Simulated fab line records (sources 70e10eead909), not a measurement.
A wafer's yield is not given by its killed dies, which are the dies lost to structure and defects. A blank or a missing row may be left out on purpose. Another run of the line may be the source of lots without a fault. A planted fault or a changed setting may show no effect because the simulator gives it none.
Chamber matching + flow nand_harc + NHARC_A_CONTACT_ALD_18 on ald_metal-01 has 4 sister chambers
The step deposits TiN, target thk 3 nm, pulse time 1 s, ald cycles 150. 8 wafers are shown with their chamber, then 7 later ones without.

## EACH WAFER AND ITS CHAMBER
| wafer  | chamber | heater_power_w (W) | precursor_pulse_height_rel |
|--------|---------|--------------------|----------------------------|
| L076.6 | 1       | 1006               | 0.970                      |
| L080.3 | 1       | 1027               | 0.971                      |
| L080.4 | 0       | 965                | 1.005                      |
| L081.2 | 2       | 978                | 1.006                      |
| L081.4 | 3       | 991                | 0.994                      |
| L081.5 | 3       | 995                | 0.997                      |
| L084.1 | 0       | 958                | 1.001                      |
| L084.2 | 2       | 975                | 1.015                      |

## WAFERS WITH NO CHAMBER GIVEN
| wafer  | heater_power_w (W) | precursor_pulse_height_rel |
|--------|--------------------|----------------------------|
| L084.4 | 1032               | 0.957                      |
| L083.2 | 1030               | 0.980                      |
| L083.3 | 958                | 1.009                      |
| L083.4 | 972                | 0.985                      |
| L095.2 | 1026               | 0.965                      |
| L095.3 | 983                | 0.960                      |
| L095.5 | 995                | 1.008                      |

## THE CHAMBER EACH PASSED THROUGH
| wafer  | from the rows above          | in truth                   |
|--------|------------------------------|----------------------------|
| L084.4 | 1                            | 1                          |
| L083.2 | 1                            | 1                          |
| L083.3 | can't be placed: 0 or 2      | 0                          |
| L083.4 | can't be placed: 3 or 0      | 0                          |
| L095.2 | 1                            | 1                          |
| L095.3 | 1                            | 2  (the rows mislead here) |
| L095.5 | can't be placed: 2 or 3 or 0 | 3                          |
3 of 7 placed correctly. Not placeable from these rows: 3 (in 3, the candidates include the true chamber). Number placed wrongly: 1.
How it was worked out, from the rows above alone: a wafer's distance from a chamber is the root of the sum, over the readings, of the square of ((its reading less the chamber's mean) divided by the reading's scatter). If the next closest chamber is less than 2 further off than the closest, the wafer can't be placed; otherwise it belongs to the closest. For every chamber, the mean is computed from those of its wafers that are shown. The scatter: the root of (the sum of the squares of (reading less its chamber's mean) over the shown wafers, divided by (wafers less chambers)).
